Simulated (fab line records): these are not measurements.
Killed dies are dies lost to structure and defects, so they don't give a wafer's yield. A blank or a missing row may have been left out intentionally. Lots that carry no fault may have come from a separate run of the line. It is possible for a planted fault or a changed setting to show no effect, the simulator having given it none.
fab line records	flow n5_finfet
record: lots: 24	wafers: 72	last_day: 19
route steps=1938 shown BEOL_M6@1210 BEOL_M7@1276
lots untouched by any fault: they come from a run of this same line in which no faults occurred
start_h: hours from the record's first day to the start of the lot's first wafer shown	wait_h: how many hours have passed since the lot's step before this one	" as in the row above	L1.1+2: a row that stands for several wafers	- no value, or no start was given	* or withheld: withheld	< > ~ a bound
route shown NAME@n: NAME is a module with steps in the file, n the number in the route of the first one	usual: the fault-free wafers' mean and standard deviation	same: alike in all rows	chamber/n: place in a boat	sites: each site's reading	_std_site: their standard deviation	_edge_site: inner sites' mean taken away from outer sites' mean	radius_mm: for every site, how far away it sits from the centre of the wafer	mask NAME#n: copy n	behind: tool/chamber where the wafer was last shaped	hold: the reason the lot was held/the length of the hold in hours/how it ended	device: the transistor (n, p or np) that didn't switch	end of line: tests run on the same wafers once the route is complete	for a step that has no rows: nothing shown but its recipe	killed: dies that structure and defects cost at the first sort, which is not the same as the wafer's yield	map: dies across one wafer; x = killed, . = not, _ = none there
set.NAME: the setting as run; set.NAME@STEP: as run at that earlier step	model.NAME: the simulator's own value behind a step, which no gauge read
one table for each step of the route and one row for each wafer, over a sample of lots
services: from which hour (start_h, from the record's first day; less than 0 if before it) a tool's chamber was out of use, for how many hours, and why
== steps ==
step: N5_BEOL_M6_DESCUM_16
recipe: chemistry: O2	time_s: 7.9	source_power_w: 50	bias_power_w: 20	pressure_mtorr: 20	rf_frequency_hz: 2.712e+07	temp_c: 40	resist: CAR-ArF	o2_flow_sccm: 225
usual: chamber_pressure_mTorr: 20.000/0.018	drypump_motor_current_A: 5.48/0.29	oes_product_au: 0.81/0.099	rf_vpp_V: 243.3/1.6	showerhead_plenum_p_Torr: 2.10/0.084	throttle_valve_pct: 20.32/0.25
lot.wafer	tool	chamber	start_h	wait_h	chamber_pressure_mTorr	drypump_motor_current_A	oes_product_au	rf_hours_counter_h	rf_vpp_V	showerhead_plenum_p_Torr	throttle_valve_pct
L074.1	rie_diel-04	1	191.80	0.1	19.983	5.93	0.71	212	242.9	1.97	20.29
L074.2	"	0	"	"	20.018	5.53	0.71	219	243.2	2.07	20.40
L074.6	"	0	"	"	20.018	5.52	0.72	-	243.8	2.07	20.38
L075.2	rie_diel-01	3	207.53	0.0	19.970	5.25	0.87	41	243.3	2.02	20.11
L075.3	"	1	"	"	20.003	5.64	0.68	228	240.6	1.98	20.42
L075.5	"	0	"	"	19.996	5.33	0.71	-	243.7	2.15	20.38
L077.2	rie_diel-03	3	209.31	0.0	19.978	5.43	0.84	62	243.8	2.15	20.62
L077.3	"	2	"	"	20.020	4.95	0.90	26	246.0	2.24	20.50
L077.5	"	3	"	"	20.014	5.44	0.84	-	245.0	2.15	20.62
L076.3	rie_diel-03	0	212.03	0.8	19.974	5.85	0.92	21	242.4	2.13	19.84
L076.4	"	2	"	"	20.011	4.93	0.89	28	246.3	2.24	20.50
L076.5	"	0	"	"	20.024	5.84	0.92	-	243.3	2.13	19.85
L078.3	rie_diel-03	0	215.85	0.0	19.990	5.83	0.92	23	243.1	2.13	19.84
L078.4	"	3	"	"	19.977	5.43	0.85	65	242.9	2.15	20.61
L078.6	"	2	"	"	19.995	4.95	0.91	-	244.8	2.24	20.50
L079.1	rie_diel-01	3	218.57	0.0	19.986	5.26	0.86	47	242.0	2.02	20.13
L079.3	"	0	"	"	19.991	5.33	0.69	218	244.8	2.15	20.37
L079.4	"	3	"	"	19.986	5.25	0.85	-	242.9	2.02	20.12
L081.4	rie_diel-01	3	250.58	0.0	19.967	5.25	0.84	-	241.2	2.02	20.16
L081.5	"	1	"	"	20.005	5.63	0.66	-	240.7	1.98	20.45
L081.6	"	0	"	"	20.056	5.35	0.68	-	244.8	2.14	20.41
L082.1	rie_diel-04	2	252.04	0.0	20.003	5.40	0.93	24	242.0	2.05	19.94
L082.2	"	1	"	"	19.989	5.92	0.70	225	239.8	1.97	20.32
L082.4	"	0	"	"	20.000	5.51	0.70	244	242.8	2.06	20.43
L083.1	rie_diel-01	0	255.12	0.1	20.008	5.32	0.68	234	243.2	2.14	20.42
L083.4	"	0	"	"	20.005	5.34	0.68	-	244.5	2.14	20.40
L083.5	"	1	"	"	19.988	5.61	0.66	-	242.4	1.98	20.47
L080.3	rie_diel-04	1	256.94	0.1	19.991	5.89	0.70	227	241.3	1.97	20.32
L080.4	"	0	"	"	19.987	5.52	0.70	245	242.6	2.06	20.44
L080.5	"	0	"	"	20.021	5.54	0.70	-	243.8	2.06	20.42
L084.4	rie_diel-01	3	259.31	0.0	19.989	5.25	0.84	-	242.2	2.02	20.15
L084.5	"	0	"	"	20.005	5.34	0.68	-	244.6	2.14	20.41
L084.6	"	1	"	"	19.977	5.63	0.66	-	242.1	1.97	20.47
L085.1	rie_diel-03	1	263.00	0.1	19.991	5.83	0.95	8	242.7	2.15	20.38
L085.2	"	3	"	"	20.007	5.44	0.81	83	243.3	2.14	20.64
L085.6	"	2	"	"	19.999	4.94	0.88	-	246.7	2.23	20.53
L086.2	rie_diel-01	3	275.77	0.0	20.006	5.25	0.83	72	242.5	2.01	20.17
L086.3	"	0	"	"	20.007	5.34	0.67	245	244.0	2.14	20.42
L086.4	"	0	"	"	19.992	5.35	0.67	-	244.6	2.14	20.43
L090.1	rie_diel-03	0	279.07	0.0	20.014	5.82	0.87	45	242.8	2.13	19.87
L090.2	"	1	"	"	19.985	5.83	0.93	12	244.3	2.15	20.40
L090.4	"	2	"	"	20.023	4.93	0.86	51	246.4	2.23	20.54
L087.2	rie_diel-04	1	297.95	0.0	20.034	5.92	0.68	244	241.3	1.96	20.34
L087.3	"	3	"	"	20.012	5.23	0.71	220	241.3	2.06	20.39
L087.4	"	1	"	"	20.007	5.91	0.69	-	241.3	1.96	20.36
L088.1	rie_diel-01	3	305.38	0.0	20.029	5.24	0.82	83	244.3	2.01	20.19
L088.3	"	1	"	"	19.995	5.62	0.98	5	244.0	2.24	20.03
L088.5	"	2	"	"	19.998	5.77	0.71	-	240.0	1.98	20.52
L089.2	rie_diel-03	0	306.74	0.0	20.019	5.84	0.87	48	243.7	2.12	19.89
L089.4	"	3	"	"	19.993	5.45	0.81	98	243.1	2.14	20.67
L089.5	"	2	"	"	20.050	4.93	0.85	-	244.9	2.22	20.56
L091.2	rie_diel-03	1	310.42	0.2	20.000	5.83	0.91	24	244.4	2.14	20.42
L091.4	"	2	"	"	19.997	4.94	0.85	63	244.4	2.22	20.56
L091.5	"	1	"	"	20.009	5.84	0.91	-	242.7	2.14	20.39
L092.1	rie_diel-01	3	329.31	0.1	20.003	5.25	0.80	92	241.6	2.01	20.20
L092.2	"	0	"	"	20.000	5.34	0.97	7	245.2	2.13	19.98
L092.3	"	1	"	"	20.025	5.61	0.93	15	246.7	2.23	20.05
L094.2	rie_diel-01	3	345.76	0.0	19.982	5.23	0.80	98	242.9	2.00	20.20
L094.3	"	1	"	"	20.003	5.63	0.92	21	245.4	2.23	20.06
L094.4	"	2	"	"	19.979	5.76	0.69	242	240.8	1.97	20.56
L097.2	rie_diel-01	2	347.30	0.0	20.010	5.75	0.70	242	242.0	1.97	20.56
L097.4	"	1	"	"	19.975	5.64	0.91	21	245.8	2.23	20.06
L097.6	"	2	"	"	20.016	5.78	0.70	-	240.1	1.97	20.56
L093.1	rie_diel-03	2	351.09	0.0	20.016	4.96	0.84	76	245.0	2.22	20.57
L093.2	"	0	"	"	19.996	5.83	0.85	63	243.4	2.12	19.90
L093.4	"	3	"	"	20.013	5.43	0.79	111	244.1	2.13	20.70
L095.3	rie_diel-04	1	357.74	0.0	20.036	5.92	0.94	6	245.1	2.22	20.09
L095.4	"	2	"	"	19.992	5.40	0.89	51	242.5	2.04	19.98
L095.5	"	3	"	"	19.980	5.24	0.69	-	242.6	2.05	20.45
L096.2	rie_diel-03	0	358.98	0.0	19.992	5.85	0.86	65	243.5	2.12	19.91
L096.3	"	3	"	"	20.002	5.43	0.79	114	243.3	2.13	20.69
L096.5	"	3	"	"	19.987	5.43	0.79	-	243.2	2.13	20.71
step: N5_BEOL_M6_PRE_CLEAN_45
recipe: gas: H2/He	time_s: 30	temp_c: 250
usual: heater_power_w: 342/25
lot.wafer	tool	chamber	start_h	wait_h	heater_power_w
L074.1	pvd_sputter-01	-	195.26	0.0	335
L074.2	"	-	"	"	339
L074.6	"	-	"	"	335
L075.2	pvd_sputter-03	-	210.47	0.0	359
L075.3	"	-	"	"	342
L075.5	"	-	"	"	336
L077.2	pvd_sputter-02	-	212.78	0.0	328
L077.3	"	-	"	"	405
L077.5	"	-	"	"	326
L076.3	pvd_sputter-02	-	216.23	0.0	322
L076.4	"	-	"	"	411
L076.5	"	-	"	"	322
L078.3	pvd_sputter-03	-	218.44	0.0	322
L078.4	"	-	"	"	358
L078.6	"	-	"	"	366
L079.1	pvd_sputter-02	-	221.17	0.0	327
L079.3	"	-	"	"	341
L079.4	"	-	"	"	321
L082.1	pvd_sputter-02	-	255.81	0.0	325
L082.2	"	-	"	"	411
L082.4	"	-	"	"	317
L081.4	pvd_sputter-02	-	255.99	0.0	324
L081.5	"	-	"	"	339
L081.6	"	-	"	"	323
L083.1	pvd_sputter-03	-	258.63	0.0	335
L083.4	"	-	"	"	338
L083.5	"	-	"	"	365
L080.3	pvd_sputter-01	-	259.08	0.0	322
L080.4	"	-	"	"	349
L080.5	"	-	"	"	317
L084.4	pvd_sputter-02	-	263.32	0.0	344
L084.5	"	-	"	"	404
L084.6	"	-	"	"	318
L085.1	pvd_sputter-02	-	268.20	0.0	333
L085.2	"	-	"	"	325
L085.6	"	-	"	"	406
L086.2	pvd_sputter-02	-	278.64	0.0	318
L086.3	"	-	"	"	350
L086.4	"	-	"	"	325
L090.1	pvd_sputter-01	-	282.82	0.0	353
L090.2	"	-	"	"	340
L090.4	"	-	"	"	318
L087.2	pvd_sputter-01	-	305.51	0.0	343
L087.3	"	-	"	"	316
L087.4	"	-	"	"	337
L088.1	pvd_sputter-02	-	307.45	0.0	334
L088.3	"	-	"	"	401
L088.5	"	-	"	"	342
L089.2	pvd_sputter-01	-	310.12	0.0	331
L089.4	"	-	"	"	349
L089.5	"	-	"	"	352
L091.2	pvd_sputter-02	-	314.19	0.0	340
L091.4	"	-	"	"	332
L091.5	"	-	"	"	335
L092.1	pvd_sputter-03	-	332.97	0.0	325
L092.2	"	-	"	"	324
L092.3	"	-	"	"	335
L094.2	pvd_sputter-03	-	349.75	0.0	323
L094.3	"	-	"	"	355
L094.4	"	-	"	"	334
L097.2	pvd_sputter-01	-	350.27	0.0	356
L097.4	"	-	"	"	341
L097.6	"	-	"	"	351
L093.1	pvd_sputter-02	-	353.75	0.0	404
L093.2	"	-	"	"	324
L093.4	"	-	"	"	331
L095.3	pvd_sputter-03	-	361.36	0.0	335
L095.4	"	-	"	"	329
L095.5	"	-	"	"	320
L096.2	pvd_sputter-03	-	362.16	0.0	319
L096.3	"	-	"	"	324
L096.5	"	-	"	"	347
step: N5_BEOL_M7_CD_MEAS_11
recipe: target_cd_nm: 38.5	landing_energy_ev: 500	detector: se_inlens	polarity: opening
usual: cd_nm: 38.4/0.44
lot.wafer	tool	chamber	start_h	wait_h	cd_nm
L074.1	cd_sem-02	0	198.91	-	37.7
L074.2	"	0	"	"	38.1
L074.6	"	0	"	"	38.2
L075.2	cd_sem-02	0	216.78	-	38.8
L075.3	"	0	"	"	38.2
L075.5	"	0	"	"	38.6
L077.2	cd_sem-01	0	216.94	-	38.6
L077.3	"	0	"	"	38.2
L077.5	"	0	"	"	38.3
L076.3	cd_sem-02	0	221.87	-	39.1
L076.4	"	0	"	"	38.8
L076.5	"	0	"	"	39.1
L078.3	cd_sem-02	0	222.23	-	38.4
L078.4	"	0	"	"	38.6
L078.6	"	0	"	"	37.6
L079.1	cd_sem-03	0	225.18	-	38.2
L079.3	"	0	"	"	38.3
L079.4	"	0	"	"	38.3
L082.1	cd_sem-01	0	259.20	-	39.0
L082.2	"	0	"	"	38.6
L082.4	"	0	"	"	38.5
L081.4	cd_sem-03	0	259.91	-	38.5
L081.5	"	0	"	"	38.9
L081.6	"	0	"	"	38.6
L083.1	cd_sem-03	0	263.41	-	38.6
L083.4	"	0	"	"	39.2
L083.5	"	0	"	"	38.4
L080.3	cd_sem-01	0	264.29	-	38.3
L080.4	"	0	"	"	37.6
L080.5	"	0	"	"	38.1
L084.4	cd_sem-02	0	267.68	-	38.5
L084.5	"	0	"	"	38.2
L084.6	"	0	"	"	38.5
L085.1	cd_sem-02	0	271.00	-	38.1
L085.2	"	0	"	"	38.5
L085.6	"	0	"	"	38.2
L086.2	cd_sem-02	0	282.21	-	39.3
L086.3	"	0	"	"	38.6
L086.4	"	0	"	"	37.8
L090.1	cd_sem-01	0	287.98	-	37.9
L090.2	"	0	"	"	37.8
L090.4	"	0	"	"	38.3
L087.2	cd_sem-01	0	310.08	-	38.1
L087.3	"	0	"	"	38.0
L087.4	"	0	"	"	38.5
L088.1	cd_sem-01	0	313.54	-	38.2
L088.3	"	0	"	"	38.6
L088.5	"	0	"	"	38.6
L089.2	cd_sem-02	0	315.11	-	37.9
L089.4	"	0	"	"	37.1
L089.5	"	0	"	"	37.5
L091.2	cd_sem-02	0	318.68	-	38.7
L091.4	"	0	"	"	37.5
L091.5	"	0	"	"	38.6
L092.1	cd_sem-01	0	336.90	-	38.6
L092.2	"	0	"	"	38.7
L092.3	"	0	"	"	38.5
L094.2	cd_sem-01	0	353.86	-	38.8
L094.3	"	0	"	"	37.9
L094.4	"	0	"	"	39.0
L097.2	cd_sem-02	0	357.30	-	38.0
L097.4	"	0	"	"	37.7
L097.6	"	0	"	"	37.8
L093.1	cd_sem-01	0	357.85	-	39.3
L093.2	"	0	"	"	38.4
L093.4	"	0	"	"	38.8
L095.3	cd_sem-01	0	366.34	-	38.9
L095.4	"	0	"	"	39.4
L095.5	"	0	"	"	38.7
L096.2	cd_sem-01	0	367.10	-	37.8
L096.3	"	0	"	"	37.9
L096.5	"	0	"	"	38.4
step: N5_BEOL_M7_DESCUM_16
recipe: chemistry: O2	time_s: 7.9	source_power_w: 50	bias_power_w: 20	pressure_mtorr: 20	rf_frequency_hz: 2.712e+07	temp_c: 40	resist: CAR-ArF	o2_flow_sccm: 225
usual: chamber_pressure_mTorr: 19.999/0.019	drypump_motor_current_A: 6.0/0.48	oes_product_au: 0.76/0.093	rf_vpp_V: 242.8/1.3	showerhead_plenum_p_Torr: 2.07/0.066	throttle_valve_pct: 20.45/0.26
lot.wafer	tool	chamber	start_h	wait_h	chamber_pressure_mTorr	drypump_motor_current_A	oes_product_au	rf_hours_counter_h	rf_vpp_V	showerhead_plenum_p_Torr	throttle_valve_pct
L074.1	rie_diel-02	3	199.05	0.1	20.015	6.6	0.78	115	240.5	2.02	20.65
L074.2	"	2	"	"	19.977	5.9	0.69	219	241.7	2.06	20.48
L074.6	"	2	"	"	20.032	5.8	0.70	-	242.0	2.06	20.47
L075.2	rie_diel-02	1	216.89	0.1	20.023	5.7	0.70	183	243.6	2.17	20.48
L075.3	"	3	"	"	19.993	6.5	0.77	120	242.9	2.02	20.66
L075.5	"	2	"	"	19.978	5.9	0.70	-	242.3	2.06	20.47
L077.2	rie_diel-02	2	217.21	0.2	19.996	5.8	0.70	225	242.6	2.06	20.47
L077.3	"	0	"	"	19.988	6.4	0.73	161	243.5	2.09	20.75
L077.5	"	2	"	"	20.005	5.9	0.70	-	243.1	2.06	20.47
L076.3	rie_diel-05	1	222.51	0.6	19.980	5.8	0.69	217	240.5	1.97	20.62
L076.4	"	3	"	"	19.974	5.2	0.72	207	244.0	2.08	20.46
L076.5	"	0	"	"	20.024	6.0	0.90	-	243.4	2.13	19.94
L078.3	rie_diel-05	2	222.76	0.5	19.979	6.7	0.70	242	241.2	2.07	20.46
L078.4	"	3	"	"	19.997	5.2	0.73	207	242.4	2.08	20.45
L078.6	"	1	"	"	20.020	5.8	0.69	-	240.3	1.97	20.61
L079.1	rie_diel-05	3	225.27	0.0	19.984	5.2	0.72	208	243.3	2.08	20.47
L079.3	"	1	"	"	20.016	5.7	0.69	218	242.8	1.97	20.63
L079.4	"	2	"	"	19.986	6.7	0.70	243	242.5	2.07	20.44
L082.1	rie_diel-05	0	259.29	0.0	20.002	5.9	0.88	30	243.9	2.13	19.97
L082.2	"	3	"	"	20.025	5.2	0.71	218	245.2	2.07	20.49
L082.4	"	3	"	"	20.016	5.2	0.71	-	243.7	2.07	20.49
L081.4	rie_diel-06	2	260.00	0.0	19.983	6.7	0.69	240	241.8	1.98	20.70
L081.5	"	2	"	"	19.988	6.7	0.69	-	240.4	1.98	20.69
L081.6	"	3	"	"	20.003	5.6	0.71	-	243.9	2.17	20.72
L083.1	rie_diel-05	0	263.52	0.1	20.005	6.0	0.89	31	243.7	2.13	19.96
L083.4	"	1	"	"	19.973	5.7	0.69	-	241.1	1.97	20.63
L083.5	"	3	"	"	20.004	5.2	0.71	-	242.4	2.07	20.46
L080.3	rie_diel-05	3	264.38	0.0	20.027	5.2	0.72	220	244.0	2.07	20.47
L080.4	"	1	"	"	19.969	5.7	0.69	-	242.6	1.97	20.65
L080.5	"	0	"	"	20.010	6.0	0.88	-	243.3	2.13	19.97
L084.4	rie_diel-05	3	268.33	0.6	19.997	5.2	0.71	221	242.1	2.07	20.48
L084.5	"	3	"	"	19.986	5.2	0.71	-	243.9	2.07	20.49
L084.6	"	2	"	"	20.000	6.7	0.99	-	241.8	2.07	20.10
L085.1	rie_diel-02	1	271.13	0.1	19.983	5.7	0.70	200	245.6	2.17	20.53
L085.2	"	0	"	"	20.007	6.5	0.72	175	243.7	2.08	20.77
L085.6	"	3	"	"	19.999	6.5	0.77	-	241.5	2.01	20.69
L086.2	rie_diel-05	0	282.34	0.1	19.988	6.0	0.88	38	245.0	2.13	19.99
L086.3	"	2	"	"	20.037	6.7	0.95	5	241.5	2.07	20.11
L086.4	"	1	"	"	19.971	5.8	0.68	235	241.5	1.97	20.64
L090.1	rie_diel-05	0	288.10	0.1	20.007	5.9	0.87	40	243.6	2.13	19.98
L090.2	"	1	"	"	20.011	5.7	0.68	237	240.6	1.97	20.66
L090.4	"	2	"	"	20.015	6.7	0.95	7	242.1	2.07	20.13
L087.2	rie_diel-06	3	310.16	0.0	20.018	5.6	0.70	202	243.5	2.17	20.71
L087.3	"	1	"	"	19.994	5.8	0.74	177	241.9	2.01	20.23
L087.4	"	1	"	"	19.984	5.8	0.75	-	241.8	2.01	20.23
L088.1	rie_diel-02	0	313.73	0.1	19.954	6.5	0.71	187	242.4	2.08	20.77
L088.3	"	1	"	"	19.984	5.7	0.69	211	242.4	2.16	20.51
L088.5	"	0	"	"	19.992	6.5	0.71	-	244.5	2.08	20.78
L089.2	rie_diel-02	3	315.22	0.1	20.042	6.6	0.74	150	243.4	2.01	20.71
L089.4	"	0	"	"	20.039	6.5	0.71	-	244.5	2.08	20.77
L089.5	"	1	"	"	20.018	5.7	0.68	-	245.2	2.16	20.53
L091.2	rie_diel-02	3	318.94	0.2	20.022	6.5	0.75	152	241.0	2.01	20.71
L091.4	"	3	"	"	20.005	6.5	0.76	-	241.3	2.01	20.71
L091.5	"	1	"	"	19.983	5.7	0.68	-	245.2	2.16	20.54
L092.1	rie_diel-05	3	336.99	0.0	19.979	5.2	0.69	244	241.2	2.06	20.52
L092.2	"	2	"	"	20.012	6.7	0.90	21	242.0	2.06	20.14
L092.3	"	0	"	"	19.972	6.0	0.85	55	243.1	2.12	20.00
L094.2	rie_diel-05	3	353.95	0.0	19.995	5.2	0.69	249	243.2	2.06	20.53
L094.3	"	0	"	"	19.981	5.9	0.84	59	242.9	2.12	20.02
L094.4	"	2	"	"	20.008	6.8	0.90	26	243.1	2.06	20.13
L097.2	rie_diel-02	2	357.43	0.1	20.019	5.9	0.96	9	241.3	2.05	20.22
L097.4	"	0	"	"	20.009	6.6	0.69	202	242.8	2.08	20.80
L097.6	"	3	"	"	20.014	6.6	0.73	-	241.0	2.00	20.74
L093.1	rie_diel-06	0	357.95	0.0	20.020	6.4	0.84	82	244.7	2.12	20.26
L093.2	"	1	"	"	20.021	5.8	0.73	191	241.7	2.00	20.22
L093.4	"	2	"	"	19.985	6.7	0.95	-	245.6	2.24	20.45
L095.3	rie_diel-02	1	366.43	0.0	20.000	5.7	0.67	228	245.5	2.16	20.53
L095.4	"	2	"	"	19.978	5.9	0.94	12	240.8	2.05	20.21
L095.5	"	1	"	"	20.023	5.7	0.67	-	245.5	2.16	20.55
L096.2	rie_diel-02	2	367.19	0.0	19.994	5.9	0.96	12	243.3	2.05	20.20
L096.3	"	1	"	"	20.020	5.7	0.66	228	244.8	2.16	20.55
L096.5	"	2	"	"	20.012	5.9	0.96	-	241.2	2.05	20.22
step: N5_BEOL_M7_CD_MEAS_18
recipe: pitch_nm: 80	target_cd_nm: 40
usual: cd_nm: 40.0/0.53
lot.wafer	tool	chamber	start_h	wait_h	cd_nm
L074.1	cd_sem-01	-	199.51	0.0	39.2
L074.2	"	-	"	"	40.1
L074.6	"	-	"	"	40.3
L075.2	cd_sem-03	-	217.54	0.1	40.6
L075.3	"	-	"	"	39.8
L075.5	"	-	"	"	40.3
L077.2	cd_sem-01	-	217.67	0.1	39.8
L077.3	"	-	"	"	40.2
L077.5	"	-	"	"	40.1
L076.3	cd_sem-02	-	222.97	0.1	40.7
L076.4	"	-	"	"	40.5
L076.5	"	-	"	"	40.8
L078.3	cd_sem-01	-	223.24	0.1	39.7
L078.4	"	-	"	"	40.5
L078.6	"	-	"	"	39.3
L079.1	cd_sem-03	-	225.82	0.0	39.5
L079.3	"	-	"	"	39.3
L079.4	"	-	"	"	39.8
L082.1	cd_sem-03	-	259.76	0.0	40.6
L082.2	"	-	"	"	40.0
L082.4	"	-	"	"	40.2
L081.4	cd_sem-03	-	260.46	0.1	40.1
L081.5	"	-	"	"	41.0
L081.6	"	-	"	"	40.3
L083.1	cd_sem-01	-	263.98	0.0	39.9
L083.4	"	-	"	"	40.5
L083.5	"	-	"	"	39.9
L080.3	cd_sem-01	-	264.84	0.1	40.0
L080.4	"	-	"	"	39.0
L080.5	"	-	"	"	39.5
L084.4	cd_sem-02	-	268.79	0.1	40.2
L084.5	"	-	"	"	40.0
L084.6	"	-	"	"	40.0
L085.1	cd_sem-01	-	271.59	0.0	40.0
L085.2	"	-	"	"	40.2
L085.6	"	-	"	"	39.2
L086.2	cd_sem-02	-	282.81	0.1	40.2
L086.3	"	-	"	"	40.1
L086.4	"	-	"	"	38.8
L090.1	cd_sem-03	-	288.56	0.0	39.2
L090.2	"	-	"	"	39.1
L090.4	"	-	"	"	39.8
L087.2	cd_sem-02	-	311.04	0.1	39.8
L087.3	"	-	"	"	39.2
L087.4	"	-	"	"	39.8
L088.1	cd_sem-02	-	314.33	0.0	39.3
L088.3	"	-	"	"	40.1
L088.5	"	-	"	"	40.3
L089.2	cd_sem-02	-	315.73	0.1	38.9
L089.4	"	-	"	"	38.8
L089.5	"	-	"	"	39.0
L091.2	cd_sem-02	-	319.40	0.1	40.0
L091.4	"	-	"	"	38.1
L091.5	"	-	"	"	40.3
L092.1	cd_sem-03	-	337.47	0.0	40.6
L092.2	"	-	"	"	39.6
L092.3	"	-	"	"	40.2
L094.2	cd_sem-02	-	354.41	0.1	40.0
L094.3	"	-	"	"	40.0
L094.4	"	-	"	"	39.9
L097.2	cd_sem-01	-	357.93	0.1	39.6
L097.4	"	-	"	"	38.8
L097.6	"	-	"	"	39.3
L093.1	cd_sem-03	-	358.41	0.0	40.8
L093.2	"	-	"	"	40.0
L093.4	"	-	"	"	40.8
L095.3	cd_sem-03	-	366.98	0.1	40.8
L095.4	"	-	"	"	41.3
L095.5	"	-	"	"	40.7
L096.2	cd_sem-01	-	367.74	0.1	40.0
L096.3	"	-	"	"	39.4
L096.5	"	-	"	"	40.3
step: N5_BEOL_M7_OVL_MEAS_29
recipe: points_per_wafer: 522
usual: V6_OVL: -0.1/0.69
lot.wafer	tool	chamber	start_h	wait_h	V6_OVL[nm]
L074.1	overlay-01	0	200.71	0.0	-0.7
L074.2	"	0	"	"	0.1
L074.6	"	0	"	"	-0.6
L075.2	overlay-01	0	218.24	0.0	0.1
L075.3	"	0	"	"	-0.4
L075.5	"	0	"	"	-0.3
L077.2	overlay-01	0	218.41	0.0	-1.2
L077.3	"	0	"	"	-1.2
L077.5	"	0	"	"	-1.2
L078.3	overlay-01	0	223.91	0.0	-1.1
L078.4	"	0	"	"	-1.4
L078.6	"	0	"	"	-1.1
L076.3	overlay-01	0	224.08	0.0	-1.4
L076.4	"	0	"	"	-0.6
L076.5	"	0	"	"	-0.7
L079.1	overlay-01	0	227.00	0.0	-0.5
L079.3	"	0	"	"	0.8
L079.4	"	0	"	"	-0.5
L081.4	overlay-02	0	261.60	0.0	0.8
L081.5	"	0	"	"	1.0
L081.6	"	0	"	"	1.9
L082.1	overlay-01	0	262.04	0.0	0.5
L082.2	"	0	"	"	0.1
L082.4	"	0	"	"	-0.4
L083.1	overlay-02	0	267.23	0.0	0.6
L083.4	"	0	"	"	0.4
L083.5	"	0	"	"	-0.8
L080.3	overlay-02	0	267.41	0.0	0.7
L080.4	"	0	"	"	0.6
L080.5	"	0	"	"	1.1
L084.4	overlay-02	0	269.31	0.0	0.5
L084.5	"	0	"	"	0.6
L084.6	"	0	"	"	0.3
L085.1	overlay-01	0	273.80	0.0	-0.3
L085.2	"	0	"	"	-0.3
L085.6	"	0	"	"	0.0
L086.2	overlay-01	0	283.17	0.0	0.0
L086.3	"	0	"	"	-0.1
L086.4	"	0	"	"	-1.1
L090.1	overlay-02	0	291.04	0.0	0.4
L090.2	"	0	"	"	1.2
L090.4	"	0	"	"	0.5
L087.2	overlay-02	0	312.37	0.0	0.0
L087.3	"	0	"	"	-0.7
L087.4	"	0	"	"	0.3
L088.1	overlay-01	0	314.73	0.0	-1.3
L088.3	"	0	"	"	0.2
L088.5	"	0	"	"	-1.0
L089.2	overlay-01	0	318.03	0.0	0.0
L089.4	"	0	"	"	-0.8
L089.5	"	0	"	"	-0.3
L091.2	overlay-02	0	320.85	0.0	0.6
L091.4	"	0	"	"	0.5
L091.5	"	0	"	"	-0.5
L092.1	overlay-01	0	338.05	0.0	0.3
L092.2	"	0	"	"	0.2
L092.3	"	0	"	"	-0.3
L094.2	overlay-02	0	356.45	0.0	0.3
L094.3	"	0	"	"	0.3
L094.4	"	0	"	"	-0.1
L097.2	overlay-02	0	360.10	0.0	-0.1
L097.4	"	0	"	"	0.2
L097.6	"	0	"	"	-0.1
L093.1	overlay-01	0	361.30	0.0	-0.2
L093.2	"	0	"	"	1.1
L093.4	"	0	"	"	0.3
L096.2	overlay-02	0	369.25	0.0	-0.7
L096.3	"	0	"	"	-0.8
L096.5	"	0	"	"	-1.4
L095.3	overlay-01	0	369.31	0.0	-0.2
L095.4	"	0	"	"	-0.1
L095.5	"	0	"	"	-0.4
== services ==
tool	chamber	start_h	hours	kind
rie_diel-05	1	198.10	1.3	repair
rie_diel-06	3	216.58	5.0	repair
rie_diel-04	1	232.60	8.5	repair
rie_diel-01	3	236.72	4.0	repair
rie_diel-06	1	240.99	8.6	repair
rie_diel-05	2	250.56	-	clean
rie_diel-05	2	250.56	-	consumable_replace:focus_ring
rie_diel-05	2	250.56	17.4	scheduled_down
rie_diel-05	2	250.56	17.4	vent_cycle
rie_diel-01	1	259.55	-	clean
rie_diel-01	1	259.55	-	consumable_replace:focus_ring
rie_diel-01	1	259.55	-	consumable_replace:showerhead
rie_diel-04	2	262.52	29.1	repair
rie_diel-03	0	285.15	18.7	repair
rie_diel-01	0	291.88	-	clean
rie_diel-01	0	291.88	-	consumable_replace:focus_ring
rie_diel-06	1	319.92	6.7	repair
rie_diel-06	3	357.07	4.4	repair
rie_diel-05	3	357.31	-	clean
rie_diel-05	3	357.31	-	consumable_replace:focus_ring
rie_diel-05	3	357.31	14.6	scheduled_down
rie_diel-05	3	357.31	14.6	vent_cycle
rie_diel-03	2	360.21	3.0	repair
rie_diel-05	2	361.93	29.1	repair
== key ==
fault none
